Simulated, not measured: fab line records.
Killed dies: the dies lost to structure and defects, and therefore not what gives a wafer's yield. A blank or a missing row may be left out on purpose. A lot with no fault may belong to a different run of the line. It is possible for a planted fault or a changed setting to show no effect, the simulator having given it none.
fab line records :: flow n5_finfet
[record]
  lots = 7
  wafers = 21
route steps=1938 shown PASSIVATION@1930
start_h: hours from the record's opening day to when the first of the lot's shown wafers began :: wait_h: time in hours since the lot's previous step :: " the same as in the row above :: L1.1+2: several wafers, shown together as one row :: - no value, or no start was given :: * or withheld: withheld :: < > ~ a bound
route shown NAME@n: NAME is a module with steps in the file, n the number in the route of the first one :: usual: mean/standard deviation of fault-free wafers :: same: alike in all rows :: chamber/n: place in a boat :: sites: per-site readings :: _std_site: standard deviation of those values :: _edge_site: the outer-site mean with the inner-site mean subtracted :: radius_mm: for every site, how far away it sits from the centre of the wafer :: mask NAME#n: copy n :: behind: the most recent tool/chamber to have shaped the wafer :: hold: what put the lot on hold/how long, in hours/how the hold closed :: device: names the non-switching transistor (n, p or np) :: end of line: tests run on the same wafers once the route is complete :: a step with no rows: only its recipe :: killed: dies lost to structure and defects at the first sort, not the wafer's yield :: map: a wafer's dies, marking killed ones x, the rest . and places with no die _
set.NAME: the setting the step ran with; set.NAME@STEP: the setting that earlier step ran with :: model.NAME: the simulator's own value behind a step, which no gauge read
one table per step and one row per wafer, for lots whose settings were changed on purpose
[[steps]]
[step N5_PASSIVATION_ETCH_54]
[recipe]
  chemistry = CHF3/O2
  target = SiO2
  target_depth_a = 8800
  CHF3_flow_sccm = 50
  O2_flow_sccm = 5
  Ar_flow_sccm = 200
  time_s = 440
  mask_material = PR
  pressure_mtorr = 30
  source_w = 650
  bias_w = 170
  ion_energy_ev = 200
lot.wafer: L078.2
tool: rie_diel-02
chamber: 0
start_h: 302.25
wait_h: 0.1
set.time_s: 440
model.etch.depth_nm: 868.2
model.PASSIVATION.feature_depth_nm: 868.2

lot.wafer: L078.4
tool: rie_diel-02
chamber: 1
start_h: 302.25
wait_h: 0.1
set.time_s: 440
model.etch.depth_nm: 866.6
model.PASSIVATION.feature_depth_nm: 866.6

lot.wafer: L078.5
tool: rie_diel-02
chamber: 3
start_h: 302.25
wait_h: 0.1
set.time_s: 343.5
model.etch.depth_nm: 690.7
model.PASSIVATION.feature_depth_nm: 690.8

lot.wafer: L080.1
tool: rie_diel-02
chamber: 2
start_h: 311.75
wait_h: 0.1
set.time_s: 440
model.etch.depth_nm: 864.3
model.PASSIVATION.feature_depth_nm: 864.2

lot.wafer: L080.4
tool: rie_diel-02
chamber: 0
start_h: 311.75
wait_h: 0.1
set.time_s: 440
model.etch.depth_nm: 866.3
model.PASSIVATION.feature_depth_nm: 866.2

lot.wafer: L080.6
tool: rie_diel-02
chamber: 0
start_h: 311.75
wait_h: 0.1
set.time_s: 440
model.etch.depth_nm: 864.4
model.PASSIVATION.feature_depth_nm: 864.4

lot.wafer: L083.2
tool: rie_diel-04
chamber: 1
start_h: 333.56
wait_h: 0.1
set.time_s: 440
model.etch.depth_nm: 905.5
model.PASSIVATION.feature_depth_nm: 905.4

lot.wafer: L083.3
tool: rie_diel-04
chamber: 0
start_h: 333.56
wait_h: 0.1
set.time_s: 360.3
model.etch.depth_nm: 729.3
model.PASSIVATION.feature_depth_nm: 729.2

lot.wafer: L083.6
tool: rie_diel-04
chamber: 1
start_h: 333.56
wait_h: 0.1
set.time_s: 440
model.etch.depth_nm: 896.9
model.PASSIVATION.feature_depth_nm: 896.8

lot.wafer: L084.1
tool: rie_diel-04
chamber: 1
start_h: 334.35
wait_h: 0.1
set.time_s: 523.5
model.etch.depth_nm: 1072
model.PASSIVATION.feature_depth_nm: 1072

lot.wafer: L084.3
tool: rie_diel-04
chamber: 2
start_h: 334.35
wait_h: 0.1
set.time_s: 523.5
model.etch.depth_nm: 1068
model.PASSIVATION.feature_depth_nm: 1068

lot.wafer: L084.4
tool: rie_diel-04
chamber: 2
start_h: 334.35
wait_h: 0.1
set.time_s: 523.5
model.etch.depth_nm: 1063
model.PASSIVATION.feature_depth_nm: 1063

lot.wafer: L087.3
tool: rie_diel-04
chamber: 1
start_h: 352.59
wait_h: 0.1
set.time_s: 440
model.etch.depth_nm: 906.2
model.PASSIVATION.feature_depth_nm: 906.2

lot.wafer: L087.4
tool: rie_diel-04
chamber: 0
start_h: 352.59
wait_h: 0.1
set.time_s: 366.8
model.etch.depth_nm: 756.6
model.PASSIVATION.feature_depth_nm: 756.6

lot.wafer: L087.6
tool: rie_diel-04
chamber: 2
start_h: 352.59
wait_h: 0.1
set.time_s: 366.8
model.etch.depth_nm: 767.1
model.PASSIVATION.feature_depth_nm: 767.2

lot.wafer: L095.1
tool: rie_diel-02
chamber: 3
start_h: 420.01
wait_h: 0.1
set.time_s: 440
model.etch.depth_nm: 885.4
model.PASSIVATION.feature_depth_nm: 885.4

lot.wafer: L095.3
tool: rie_diel-02
chamber: 0
start_h: 420.01
wait_h: 0.1
set.time_s: 503.8
model.etch.depth_nm: 1043
model.PASSIVATION.feature_depth_nm: 1043

lot.wafer: L095.6
tool: rie_diel-02
chamber: 3
start_h: 420.01
wait_h: 0.1
set.time_s: 440
model.etch.depth_nm: 884.1
model.PASSIVATION.feature_depth_nm: 884

lot.wafer: L097.4
tool: rie_diel-05
chamber: 1
start_h: 426.75
wait_h: 0.1
set.time_s: 440
model.etch.depth_nm: 881.3
model.PASSIVATION.feature_depth_nm: 881.2

lot.wafer: L097.5
tool: rie_diel-05
chamber: 3
start_h: 426.75
wait_h: 0.1
set.time_s: 440
model.etch.depth_nm: 877.3
model.PASSIVATION.feature_depth_nm: 877.4

lot.wafer: L097.6
tool: rie_diel-05
chamber: 0
start_h: 426.75
wait_h: 0.1
set.time_s: 440
model.etch.depth_nm: 888.4
model.PASSIVATION.feature_depth_nm: 888.4
[step N5_PASSIVATION_STRIP_48]
[recipe]
  chemistry = O2
  power_w = 600
  temp_c = 60
  pressure_mtorr = 30
  rf_frequency_hz = 6e+07
  bias_power_w = 0
  overash_fraction = 0.5
  o2_flow_sccm = 225
[step N5_PASSIVATION_STRIP_52]
[recipe]
  chemistry = post_etch_residue_remover
  time_s = 1200
  temp_c = 72.5
[step N5_PASSIVATION_SRD_72]
[recipe]
  dry = ipa_marangoni
  time_s = 30
  temp_c = 23
  rinse_liquid = diw
[step N5_PASSIVATION_ANNEAL_56]
[recipe]
  temp_c = 400
  time_s = 1800
  ambient = FGA
  idle_temp_c = 300
  ramp_up_c_per_min = 5
  ramp_down_c_per_min = 3
[step N5_PASSIVATION_PROBE_49]
[usual]
  defect_limited_yield = 91.3/1.7
  killed_at_M0_to_M3 = 33/11
  killed_at_M4_up = 14/5.5
  killed_at_contacts = 13/6.5
  killed_at_front_end = 39/13
  killed_at_other = 3.4/2.9
  killed_dies = 103/20
  killed_open = 69/15
  killed_short = 32/8.1
  sort_bin_4_leakage = 0/0
  sort_bin_5_function = 5.1/1.1
  sort_bin_6_memory = 3.3/0.74
  sort_bin_8_speed = 0.00/0.014
  sort_n_pass = 1077/20
[same]
  gross_dies = 1180
  killed_at_back_side = 0
lot.wafer: L078.2
tool: prober-01
chamber: -
start_h: 305.16
wait_h: 0.1
set.time_s@PASSIVATION_ETCH_54: 440
defect_limited_yield[%]: 86.9
killed_at_M0_to_M3: 41
killed_at_M4_up: 28
killed_at_contacts: 22
killed_at_front_end: 56
killed_at_other: 7
killed_dies: 154
killed_open: 97
killed_short: 50
sort_bin_4_leakage[%]: 0
sort_bin_5_function[%]: 6.9
sort_bin_6_memory[%]: 5.2
sort_bin_8_speed[%]: 0.34
sort_n_pass: 1026

lot.wafer: L078.4
tool: prober-01
chamber: -
start_h: 305.26
wait_h: 0.2
set.time_s@PASSIVATION_ETCH_54: 440
defect_limited_yield[%]: 92.6
killed_at_M0_to_M3: 23
killed_at_M4_up: 17
killed_at_contacts: 9
killed_at_front_end: 35
killed_at_other: 3
killed_dies: 87
killed_open: 62
killed_short: 23
sort_bin_4_leakage[%]: 0
sort_bin_5_function[%]: 4.2
sort_bin_6_memory[%]: 3.0
sort_bin_8_speed[%]: 0
sort_n_pass: 1093

lot.wafer: L078.5
tool: prober-01
chamber: -
start_h: 305.31
wait_h: 0.2
set.time_s@PASSIVATION_ETCH_54: 343.5
defect_limited_yield[%]: 0.1
killed_at_M0_to_M3: 36
killed_at_M4_up: 16
killed_at_contacts: 9
killed_at_front_end: 29
killed_at_other: 1089
killed_dies: 1179
killed_open: 59
killed_short: 37
sort_bin_4_leakage[%]: 0
sort_bin_5_function[%]: 95.6
sort_bin_6_memory[%]: 3.7
sort_bin_8_speed[%]: 0
sort_n_pass: 1

lot.wafer: L080.1
tool: prober-02
chamber: -
start_h: 314.53
wait_h: 0.0
set.time_s@PASSIVATION_ETCH_54: 440
defect_limited_yield[%]: 93.9
killed_at_M0_to_M3: 25
killed_at_M4_up: 26
killed_at_contacts: 0
killed_at_front_end: 20
killed_at_other: 1
killed_dies: 72
killed_open: 51
killed_short: 18
sort_bin_4_leakage[%]: 3.31
sort_bin_5_function[%]: 3.1
sort_bin_6_memory[%]: 2.7
sort_bin_8_speed[%]: 0.08
sort_n_pass: 1069

lot.wafer: L080.4
tool: prober-02
chamber: -
start_h: 314.68
wait_h: 0.2
set.time_s@PASSIVATION_ETCH_54: 440
defect_limited_yield[%]: 94.8
killed_at_M0_to_M3: 26
killed_at_M4_up: 10
killed_at_contacts: 3
killed_at_front_end: 19
killed_at_other: 3
killed_dies: 61
killed_open: 41
killed_short: 19
sort_bin_4_leakage[%]: 0
sort_bin_5_function[%]: 2.9
sort_bin_6_memory[%]: 2.0
sort_bin_8_speed[%]: 0
sort_n_pass: 1119

lot.wafer: L080.6
tool: prober-02
chamber: -
start_h: 314.78
wait_h: 0.3
set.time_s@PASSIVATION_ETCH_54: 440
defect_limited_yield[%]: 94.2
killed_at_M0_to_M3: 25
killed_at_M4_up: 6
killed_at_contacts: 7
killed_at_front_end: 29
killed_at_other: 1
killed_dies: 68
killed_open: 43
killed_short: 23
sort_bin_4_leakage[%]: 0
sort_bin_5_function[%]: 2.5
sort_bin_6_memory[%]: 2.9
sort_bin_8_speed[%]: 0.08
sort_n_pass: 1112

lot.wafer: L083.2
tool: prober-02
chamber: -
start_h: 336.39
wait_h: 0.1
set.time_s@PASSIVATION_ETCH_54: 440
defect_limited_yield[%]: 94.1
killed_at_M0_to_M3: 19
killed_at_M4_up: 9
killed_at_contacts: 13
killed_at_front_end: 25
killed_at_other: 4
killed_dies: 70
killed_open: 41
killed_short: 28
sort_bin_4_leakage[%]: 0
sort_bin_5_function[%]: 3.9
sort_bin_6_memory[%]: 1.9
sort_bin_8_speed[%]: 0
sort_n_pass: 1110

lot.wafer: L083.3
tool: prober-02
chamber: -
start_h: 336.44
wait_h: 0.1
set.time_s@PASSIVATION_ETCH_54: 360.3
defect_limited_yield[%]: 16.3
killed_at_M0_to_M3: 41
killed_at_M4_up: 9
killed_at_contacts: 16
killed_at_front_end: 25
killed_at_other: 897
killed_dies: 988
killed_open: 63
killed_short: 31
sort_bin_4_leakage[%]: 0.08
sort_bin_5_function[%]: 80.6
sort_bin_6_memory[%]: 3.0
sort_bin_8_speed[%]: 0
sort_n_pass: 191

lot.wafer: L083.6
tool: prober-02
chamber: -
start_h: 336.59
wait_h: 0.3
set.time_s@PASSIVATION_ETCH_54: 440
defect_limited_yield[%]: 91.2
killed_at_M0_to_M3: 41
killed_at_M4_up: 7
killed_at_contacts: 12
killed_at_front_end: 40
killed_at_other: 4
killed_dies: 104
killed_open: 66
killed_short: 36
sort_bin_4_leakage[%]: 0.76
sort_bin_5_function[%]: 5.0
sort_bin_6_memory[%]: 3.6
sort_bin_8_speed[%]: 0.08
sort_n_pass: 1067

lot.wafer: L084.1
tool: prober-02
chamber: -
start_h: 337.72
wait_h: 0.0
set.time_s@PASSIVATION_ETCH_54: 523.5
defect_limited_yield[%]: 89.7
killed_at_M0_to_M3: 38
killed_at_M4_up: 19
killed_at_contacts: 10
killed_at_front_end: 50
killed_at_other: 4
killed_dies: 121
killed_open: 75
killed_short: 44
sort_bin_4_leakage[%]: 0.08
sort_bin_5_function[%]: 6.6
sort_bin_6_memory[%]: 3.4
sort_bin_8_speed[%]: 0
sort_n_pass: 1059

lot.wafer: L084.3
tool: prober-02
chamber: -
start_h: 337.82
wait_h: 0.1
set.time_s@PASSIVATION_ETCH_54: 523.5
defect_limited_yield[%]: 91.2
killed_at_M0_to_M3: 50
killed_at_M4_up: 18
killed_at_contacts: 5
killed_at_front_end: 27
killed_at_other: 4
killed_dies: 104
killed_open: 62
killed_short: 42
sort_bin_4_leakage[%]: 0
sort_bin_5_function[%]: 5.3
sort_bin_6_memory[%]: 3.1
sort_bin_8_speed[%]: 0
sort_n_pass: 1076

lot.wafer: L084.4
tool: prober-02
chamber: -
start_h: 337.87
wait_h: 0.2
set.time_s@PASSIVATION_ETCH_54: 523.5
defect_limited_yield[%]: 92.2
killed_at_M0_to_M3: 44
killed_at_M4_up: 11
killed_at_contacts: 8
killed_at_front_end: 28
killed_at_other: 1
killed_dies: 92
killed_open: 54
killed_short: 38
sort_bin_4_leakage[%]: 0
sort_bin_5_function[%]: 4.4
sort_bin_6_memory[%]: 2.7
sort_bin_8_speed[%]: 0
sort_n_pass: 1088

lot.wafer: L087.3
tool: prober-01
chamber: -
start_h: 355.47
wait_h: 0.1
set.time_s@PASSIVATION_ETCH_54: 440
defect_limited_yield[%]: 94.2
killed_at_M0_to_M3: 8
killed_at_M4_up: 11
killed_at_contacts: 6
killed_at_front_end: 31
killed_at_other: 13
killed_dies: 69
killed_open: 47
killed_short: 21
sort_bin_4_leakage[%]: 0
sort_bin_5_function[%]: 3.5
sort_bin_6_memory[%]: 2.4
sort_bin_8_speed[%]: 0
sort_n_pass: 1111

lot.wafer: L087.4
tool: prober-01
chamber: -
start_h: 355.52
wait_h: 0.2
set.time_s@PASSIVATION_ETCH_54: 366.8
defect_limited_yield[%]: 66.1
killed_at_M0_to_M3: 29
killed_at_M4_up: 10
killed_at_contacts: 1
killed_at_front_end: 48
killed_at_other: 312
killed_dies: 400
killed_open: 53
killed_short: 26
sort_bin_4_leakage[%]: 0
sort_bin_5_function[%]: 30.2
sort_bin_6_memory[%]: 2.2
sort_bin_8_speed[%]: 0
sort_n_pass: 780

lot.wafer: L087.6
tool: prober-01
chamber: -
start_h: 355.62
wait_h: 0.3
set.time_s@PASSIVATION_ETCH_54: 366.8
defect_limited_yield[%]: 83.0
killed_at_M0_to_M3: 23
killed_at_M4_up: 11
killed_at_contacts: 16
killed_at_front_end: 32
killed_at_other: 119
killed_dies: 201
killed_open: 54
killed_short: 29
sort_bin_4_leakage[%]: 0
sort_bin_5_function[%]: 13.5
sort_bin_6_memory[%]: 3.2
sort_bin_8_speed[%]: 0
sort_n_pass: 979

lot.wafer: L095.1
tool: prober-02
chamber: -
start_h: 423.57
wait_h: 0.8
set.time_s@PASSIVATION_ETCH_54: 440
defect_limited_yield[%]: 92.4
killed_at_M0_to_M3: 32
killed_at_M4_up: 6
killed_at_contacts: 19
killed_at_front_end: 29
killed_at_other: 4
killed_dies: 90
killed_open: 61
killed_short: 28
sort_bin_4_leakage[%]: 0
sort_bin_5_function[%]: 4.6
sort_bin_6_memory[%]: 2.8
sort_bin_8_speed[%]: 0
sort_n_pass: 1090

lot.wafer: L095.3
tool: prober-02
chamber: -
start_h: 423.67
wait_h: 0.9
set.time_s@PASSIVATION_ETCH_54: 503.8
defect_limited_yield[%]: 93.1
killed_at_M0_to_M3: 30
killed_at_M4_up: 17
killed_at_contacts: 12
killed_at_front_end: 23
killed_at_other: 0
killed_dies: 82
killed_open: 61
killed_short: 20
sort_bin_4_leakage[%]: 0
sort_bin_5_function[%]: 4.2
sort_bin_6_memory[%]: 2.5
sort_bin_8_speed[%]: 0
sort_n_pass: 1098

lot.wafer: L095.6
tool: prober-02
chamber: -
start_h: 423.82
wait_h: 1.1
set.time_s@PASSIVATION_ETCH_54: 440
defect_limited_yield[%]: 90.3
killed_at_M0_to_M3: 32
killed_at_M4_up: 10
killed_at_contacts: 20
killed_at_front_end: 50
killed_at_other: 2
killed_dies: 114
killed_open: 82
killed_short: 30
sort_bin_4_leakage[%]: 2.29
sort_bin_5_function[%]: 5.5
sort_bin_6_memory[%]: 3.7
sort_bin_8_speed[%]: 0
sort_n_pass: 1039

lot.wafer: L097.4
tool: prober-02
chamber: -
start_h: 429.68
wait_h: 0.2
set.time_s@PASSIVATION_ETCH_54: 440
defect_limited_yield[%]: 89.3
killed_at_M0_to_M3: 48
killed_at_M4_up: 7
killed_at_contacts: 14
killed_at_front_end: 49
killed_at_other: 8
killed_dies: 126
killed_open: 90
killed_short: 33
sort_bin_4_leakage[%]: 0
sort_bin_5_function[%]: 6.8
sort_bin_6_memory[%]: 3.6
sort_bin_8_speed[%]: 0
sort_n_pass: 1054

lot.wafer: L097.5
tool: prober-02
chamber: -
start_h: 429.73
wait_h: 0.2
set.time_s@PASSIVATION_ETCH_54: 440
defect_limited_yield[%]: 90.0
killed_at_M0_to_M3: 51
killed_at_M4_up: 11
killed_at_contacts: 8
killed_at_front_end: 45
killed_at_other: 3
killed_dies: 118
killed_open: 74
killed_short: 44
sort_bin_4_leakage[%]: 0
sort_bin_5_function[%]: 5.8
sort_bin_6_memory[%]: 3.7
sort_bin_8_speed[%]: 0
sort_n_pass: 1062

lot.wafer: L097.6
tool: prober-02
chamber: -
start_h: 429.78
wait_h: 0.3
set.time_s@PASSIVATION_ETCH_54: 440
defect_limited_yield[%]: 91.3
killed_at_M0_to_M3: 46
killed_at_M4_up: 6
killed_at_contacts: 5
killed_at_front_end: 44
killed_at_other: 2
killed_dies: 103
killed_open: 61
killed_short: 40
sort_bin_4_leakage[%]: 0
sort_bin_5_function[%]: 4.8
sort_bin_6_memory[%]: 3.3
sort_bin_8_speed[%]: 0
sort_n_pass: 1077
// killed by level:class
L078.2 MOL_CONTACT_COAG:geometric_particle:open=18 STI_FIN_REVEAL:geometric_particle:open=16 FIN_SAQP:geometric_particle:short=15 BEOL_M4:geometric_particle:open=15 BEOL_M3:geometric_particle:open=10 FIN_SAQP:geometric_particle:open=9 BEOL_M0_SAQP:geometric_particle:short=7 BEOL_M0_SAQP:geometric_particle:open=6
L078.4 FIN_SAQP:geometric_particle:short=9 MOL_CONTACT_COAG:geometric_particle:open=9 FIN_SAQP:geometric_particle:open=8 BEOL_M4:geometric_particle:open=8 DUMMY_GATE:geometric_particle:open=6 BEOL_M3:geometric_particle:open=6 BEOL_M1:geometric_particle:open=6 GATE_CUT:geometric_particle:short=5
L078.5 PASSIVATION:area_etch=1082 FIN_SAQP:geometric_particle:short=12 BEOL_M3:geometric_particle:open=10 BEOL_M4:geometric_particle:open=8 MOL_CONTACT_COAG:geometric_particle:open=6 FIN_SAQP:geometric_particle:open=5 BEOL_M1:geometric_particle:open=5 BEOL_M0_SAQP:geometric_particle:open=4
L080.1 BEOL_M4:geometric_particle:open=16 BEOL_M3:geometric_particle:open=6 BEOL_M1:geometric_particle:open=4 BEOL_M2:geometric_particle:open=4 FIN_SAQP:geometric_particle:open=3 STI_FIN_REVEAL:geometric_particle:open=3 GATE_CUT:geometric_particle:open=3 BEOL_M0_SAQP:geometric_particle:open=3
L080.4 BEOL_M3:geometric_particle:open=8 BEOL_M2:geometric_particle:open=6 FIN_SAQP:geometric_particle:short=4 STARTING-WAFER:geometric_particle:open=4 BEOL_M4:geometric_particle:open=4 MOL_CONTACT_COAG:geometric_particle:open=3 BEOL_M1:geometric_particle:open=3 BEOL_M3:geometric_particle:short=3
L080.6 GATE_CUT:geometric_particle:short=9 MOL_CONTACT_COAG:geometric_particle:open=6 BEOL_M3:geometric_particle:open=6 DUMMY_GATE:geometric_particle:open=5 STI_FIN_REVEAL:geometric_particle:open=4 BEOL_M0_SAQP:geometric_particle:short=4 BEOL_M1:geometric_particle:open=4 BEOL_M2:geometric_particle:open=4
L083.2 FIN_SAQP:geometric_particle:open=7 MOL_CONTACT_COAG:geometric_particle:open=7 MOL_CONTACT_COAG:geometric_particle:short=6 STARTING-WAFER:geometric_particle:short=5 BEOL_M0_SAQP:geometric_particle:short=4 BEOL_M1:geometric_particle:open=4 FIN_SAQP:geometric_particle:short=3 BEOL_M3:geometric_particle:open=3
L083.3 PASSIVATION:area_etch=894 MOL_CONTACT_COAG:geometric_particle:open=13 BEOL_M3:geometric_particle:open=12 BEOL_M0_SAQP:geometric_particle:short=11 BEOL_M0_SAQP:geometric_particle:open=8 STI_FIN_REVEAL:geometric_particle:open=4 BEOL_M1:geometric_particle:open=4 BEOL_M2:geometric_particle:open=4
L083.6 MOL_CONTACT_COAG:geometric_particle:open=11 BEOL_M0_SAQP:geometric_particle:short=11 BEOL_M3:geometric_particle:open=10 FIN_SAQP:geometric_particle:short=8 STI_FIN_REVEAL:geometric_particle:open=8 FIN_SAQP:geometric_particle:open=7 BEOL_M1:geometric_particle:open=7 BEOL_M0_SAQP:geometric_particle:open=5
L084.1 BEOL_M4:geometric_particle:open=12 STI_FIN_REVEAL:geometric_particle:open=10 BEOL_M0_SAQP:geometric_particle:short=9 FIN_SAQP:geometric_particle:open=8 BEOL_M2:geometric_particle:open=8 MOL_CONTACT_COAG:geometric_particle:open=7 BEOL_M0_SAQP:geometric_particle:open=7 STARTING-WAFER:geometric_particle:short=7
L084.3 BEOL_M0_SAQP:geometric_particle:short=16 BEOL_M4:geometric_particle:open=11 BEOL_M0_SAQP:geometric_particle:open=10 BEOL_M3:geometric_particle:open=8 ILD0:geometric_particle:short=6 BEOL_M2:geometric_particle:open=6 MOL_CONTACT_COAG:geometric_particle:open=4 BEOL_M2:geometric_particle:short=4
L084.4 BEOL_M0_SAQP:geometric_particle:short=14 BEOL_M3:geometric_particle:open=9 BEOL_M0_SAQP:geometric_particle:open=8 FIN_SAQP:geometric_particle:open=6 BEOL_M1:geometric_particle:open=5 MOL_CONTACT_COAG:geometric_particle:open=4 MOL_CONTACT_COAG:geometric_particle:short=4 STI_FIN_REVEAL:geometric_particle:short=3
L087.3 STI_FIN_REVEAL:geometric_particle:open=7 DUMMY_GATE:geometric_particle:open=6 FIN_SAQP:geometric_particle:open=4 BEOL_M4:geometric_particle:short=4 PAD_METAL:geometric_particle:open=4 MOL_CONTACT_COAG:geometric_particle:short=3 MOL_CONTACT_COAG:geometric_particle:open=3 BEOL_M0_SAQP:geometric_particle:open=3
L087.4 PASSIVATION:area_etch=306 FIN_SAQP:area_peb=15 BEOL_M2:geometric_particle:open=14 FIN_SAQP:geometric_particle:open=7 FIN_SAQP:geometric_particle:short=6 DUMMY_GATE:geometric_particle:open=6 GATE_CUT:geometric_particle:short=4 BEOL_M1:geometric_particle:open=4
L087.6 PASSIVATION:area_etch=118 MOL_CONTACT_COAG:geometric_particle:open=10 BEOL_M2:geometric_particle:open=10 STI_FIN_REVEAL:geometric_particle:open=8 MOL_CONTACT_COAG:geometric_particle:short=6 FIN_SAQP:geometric_particle:short=5 FIN_SAQP:geometric_particle:open=4 BEOL_M1:geometric_particle:open=4
L095.1 MOL_CONTACT_COAG:geometric_particle:open=15 STI_FIN_REVEAL:geometric_particle:open=12 BEOL_M2:geometric_particle:open=8 BEOL_M1:geometric_particle:open=6 BEOL_M0_SAQP:geometric_particle:short=5 MOL_CONTACT_COAG:geometric_particle:short=4 BEOL_M0_SAQP:geometric_particle:open=4 FIN_SAQP:geometric_particle:short=3
L095.3 BEOL_M1:geometric_particle:open=9 BEOL_M4:geometric_particle:open=9 MOL_CONTACT_COAG:geometric_particle:open=8 BEOL_M3:geometric_particle:open=7 STI_FIN_REVEAL:geometric_particle:open=6 BEOL_M2:geometric_particle:open=4 MOL_CONTACT_COAG:geometric_particle:short=4 STARTING-WAFER:geometric_particle:short=4
L095.6 STI_FIN_REVEAL:geometric_particle:open=18 FIN_SAQP:geometric_particle:open=11 MOL_CONTACT_COAG:geometric_particle:open=11 MOL_CONTACT_COAG:geometric_particle:short=9 BEOL_M2:geometric_particle:open=9 BEOL_M1:geometric_particle:open=6 DUMMY_GATE:geometric_particle:open=5 BEOL_M0_SAQP:geometric_particle:open=5
L097.4 FIN_SAQP:geometric_particle:open=14 BEOL_M0_SAQP:geometric_particle:open=13 MOL_CONTACT_COAG:geometric_particle:open=12 STI_FIN_REVEAL:geometric_particle:open=11 BEOL_M0_SAQP:geometric_particle:short=11 FIN_SAQP:geometric_particle:short=9 BEOL_M1:geometric_particle:open=7 BEOL_M2:geometric_particle:open=7
L097.5 BEOL_M0_SAQP:geometric_particle:short=11 BEOL_M2:geometric_particle:open=11 FIN_SAQP:geometric_particle:short=9 FIN_SAQP:geometric_particle:open=9 STI_FIN_REVEAL:geometric_particle:open=7 BEOL_M0_SAQP:geometric_particle:open=7 MOL_CONTACT_COAG:geometric_particle:open=6 BEOL_M1:geometric_particle:open=6
L097.6 STI_FIN_REVEAL:geometric_particle:open=16 BEOL_M0_SAQP:geometric_particle:open=15 FIN_SAQP:geometric_particle:short=12 BEOL_M0_SAQP:geometric_particle:short=9 BEOL_M2:geometric_particle:open=6 FIN_SAQP:geometric_particle:open=4 STI_FIN_REVEAL:geometric_particle:short=4 BEOL_M1:geometric_particle:short=4
[[key]]
[split]
  step = N5_PASSIVATION_ETCH_54
  setting = time_s
  stated = 440
  by = wafer
[response]
  step = N5_PASSIVATION_ETCH_54
  reading = model.etch.depth_nm
  change = +9.02
  per = 1%
  r = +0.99
[response]
  step = N5_PASSIVATION_ETCH_54
  reading = model.PASSIVATION.feature_depth_nm
  change = +9.01
  per = 1%
  r = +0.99
[response]
  step = N5_PASSIVATION_PROBE_49
  reading = defect_limited_yield
  shape = bent
  at_lowest = 0.1
  at_stated = 91.9
  at_highest = 91.0
[response]
  step = N5_PASSIVATION_PROBE_49
  reading = killed_at_other
  shape = bent
  at_lowest = 1089
  at_stated = 4.2
  at_highest = 3
[response]
  step = N5_PASSIVATION_PROBE_49
  reading = killed_dies
  shape = bent
  at_lowest = 1179
  at_stated = 95
  at_highest = 106
[response]
  step = N5_PASSIVATION_PROBE_49
  reading = sort_bin_5_function
  shape = bent
  at_lowest = 95.6
  at_stated = 4.6
  at_highest = 5.5
[response]
  step = N5_PASSIVATION_PROBE_49
  reading = sort_n_pass
  shape = bent
  at_lowest = 1
  at_stated = 1079
  at_highest = 1074
